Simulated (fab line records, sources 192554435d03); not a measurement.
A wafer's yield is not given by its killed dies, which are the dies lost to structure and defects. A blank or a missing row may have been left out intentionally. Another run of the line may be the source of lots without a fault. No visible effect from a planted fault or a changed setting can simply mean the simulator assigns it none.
Matching of chambers + flow n5Finfet + N5_BEOL_M7_CMP_52 on cmp-01: 4 sister chambers
The step polishes, stops on SiCOH lowk, t overpolish 6.9 s, target thk 80 nm. 14 wafers are shown with their chamber, then 6 later ones without.

## WAFERS PAIRED WITH THEIR CHAMBERS
| wafer  | chamber | motorCurrentA (A) | timeToEndpointS (s) | overpolishRunS (s) |
|--------|---------|-------------------|---------------------|--------------------|
| L075.2 | 3       | 6.8               | 64.6                | 6.894              |
| L075.4 | 1       | 5.0               | 55.9                | 6.896              |
| L083.2 | 0       | 6.7               | 63.5                | 6.897              |
| L083.3 | 2       | 4.9               | 66.3                | 6.909              |
| L083.4 | 1       | 5.4               | 59.7                | 6.891              |
| L086.2 | 1       | 5.3               | 62.3                | 6.906              |
| L087.4 | 2       | 5.0               | 64.6                | 6.905              |
| L090.3 | 1       | 5.0               | 60.2                | 6.892              |
| L090.4 | 0       | 7.0               | 63.8                | 6.898              |
| L091.1 | 0       | 6.7               | 62.7                | 6.899              |
| L091.2 | 1       | 4.8               | 60.1                | 6.894              |
| L091.4 | 3       | 6.8               | 62.0                | 6.899              |
| L093.3 | 3       | 6.4               | 62.9                | 6.892              |
| L093.4 | 1       | 5.3               | 61.3                | 6.901              |

SIGNATURES, as means of the wafers listed above
| reading         | chamber 0 | chamber 1 | chamber 2 | chamber 3 | scatter within a chamber |
|-----------------|-----------|-----------|-----------|-----------|--------------------------|
| motorCurrentA   | 6.800     | 5.133     | 4.950     | 6.667     | 0.211                    |
| timeToEndpointS | 63.333    | 59.917    | 65.450    | 63.167    | 1.72                     |
| overpolishRunS  | 6.89800   | 6.89667   | 6.90700   | 6.89500   | 0.00451                  |
Rule: a wafer lies at a distance from a chamber equal to the root of the sum of squares, over the readings, of (its reading less the chamber's mean, divided by the reading's scatter). The wafer belongs to the nearest chamber; if the next one is less than 2 further off, it can't be placed. The scatter: the root of (the sum of the squares of (reading less its chamber's mean) over the shown wafers, divided by (wafers less chambers)).

## WAFERS WITH NO CHAMBER GIVEN
| wafer  | motorCurrentA (A) | timeToEndpointS (s) | overpolishRunS (s) |
|--------|-------------------|---------------------|--------------------|
| L092.1 | 7.0               | 63.4                | 6.905              |
| L092.3 | 5.1               | 61.6                | 6.881              |
| L096.2 | 6.7               | 60.7                | 6.897              |
| L096.3 | 6.8               | 64.1                | 6.905              |
| L095.1 | 6.9               | 62.1                | 6.885              |
| L095.4 | 5.3               | 58.7                | 6.891              |

## EACH ONE'S CHAMBER
| wafer  | from the rows above     | in truth                   |
|--------|-------------------------|----------------------------|
| L092.1 | can't be placed: 0 or 3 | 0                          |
| L092.3 | 1                       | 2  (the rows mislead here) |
| L096.2 | can't be placed: 3 or 0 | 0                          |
| L096.3 | can't be placed: 0 or 3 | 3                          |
| L095.1 | can't be placed: 3 or 0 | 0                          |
| L095.4 | 1                       | 1                          |
Correctly placed: 1 of 6. Unplaceable from these rows: 4, with the true chamber sitting among the candidates in 4. Wrongly placed: 1.
